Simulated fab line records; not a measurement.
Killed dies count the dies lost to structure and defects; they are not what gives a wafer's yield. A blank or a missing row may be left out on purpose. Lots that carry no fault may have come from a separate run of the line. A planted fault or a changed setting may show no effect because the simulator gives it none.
The tool behind it: which one? | flow nandHarc | 6 lots, 18 wafers sampled, at 3 steps of a route of 1302

WHAT THE GAUGES SHOWED, per wafer
NHARC_A_ONON_D1_THK_MEAS_11: measures by ellipsometry.
lot  | measured     | on           | thkNm (nm)
L551 | day 8 14:23  | filmMetro-02 | 987 989 989
L555 | day 10 06:55 | filmMetro-02 | 1011 1011 1009
L557 | day 11 08:32 | filmMetro-01 | 989 989 987
L559 | day 12 02:41 | filmMetro-02 | 979 982 979
L561 | day 12 13:22 | filmMetro-01 | 997 997 998
L568 | day 15 14:02 | filmMetro-01 | 1878 1877 1879 1877 1880 1880

TOOL THAT RAN EACH LOT (tool first, then ch and the chambers of the sampled wafers, then the start)
lot  | NHARC_P_BONDPAD_ACTIVATE_29      | NHARC_A_ONON_D1_DEP_09
L551 | rieDiel-06 ch 0,2,3, day 7 10:17 | pecvdOnon-02 ch 0, day 8 13:53
L555 | rieDiel-05 ch 2,3, day 9 04:55   | pecvdOnon-01 ch 0, day 10 06:24
L557 | rieDiel-10 ch 1,3, day 10 07:09  | pecvdOnon-01 ch 0, day 11 08:08
L559 | rieDiel-10 ch 0,2, day 11 01:31  | pecvdOnon-02 ch 0, day 12 02:14
L561 | rieDiel-10 ch 0,1, day 11 12:43  | pecvdOnon-02 ch 0, day 12 12:55
L568 | rieDiel-10 ch 0,3, day 14 13:16  | pecvdOnon-02 ch 0, day 15 13:38
- NHARC_P_BONDPAD_ACTIVATE_29: chemistry N2, time 60 s.
- NHARC_A_ONON_D1_DEP_09: target thk 1000 nm.

THE ANSWER, worked out from the rows above alone
Rule: the usual values come from the lots themselves. Put in order of their means at a reading, lots are off if they are a third of the lots or fewer, leave a main group of 4 or more, and stand apart from it by a gap of 3 or more times the standard deviation of the main group's means; of several such gaps the widest counts. Not used: any main group whose means are identical at the precision the tables above print for the reading. Also off: a lot with no number at a reading for which 4 or more lots have one. Where the step has rows for the other lots, those lots are counted as sound.
Off at NHARC_A_ONON_D1_THK_MEAS_11 (thkNm): L568. For the main group the mean is 993 nm and the standard deviation 10.
A tool fits if, at a process step before that reading, it ran every lot that is off, and no sound lot after the first of them. Those tools and the gauges at NHARC_A_ONON_D1_THK_MEAS_11 are tried in the same way. Can't be told from this: 3 tools fit, rieDiel-10 at NHARC_P_BONDPAD_ACTIVATE_29, pecvdOnon-02 at NHARC_A_ONON_D1_DEP_09, filmMetro-01 at NHARC_A_ONON_D1_THK_MEAS_11.

WHAT THE SIMULATOR HAD INSERTED
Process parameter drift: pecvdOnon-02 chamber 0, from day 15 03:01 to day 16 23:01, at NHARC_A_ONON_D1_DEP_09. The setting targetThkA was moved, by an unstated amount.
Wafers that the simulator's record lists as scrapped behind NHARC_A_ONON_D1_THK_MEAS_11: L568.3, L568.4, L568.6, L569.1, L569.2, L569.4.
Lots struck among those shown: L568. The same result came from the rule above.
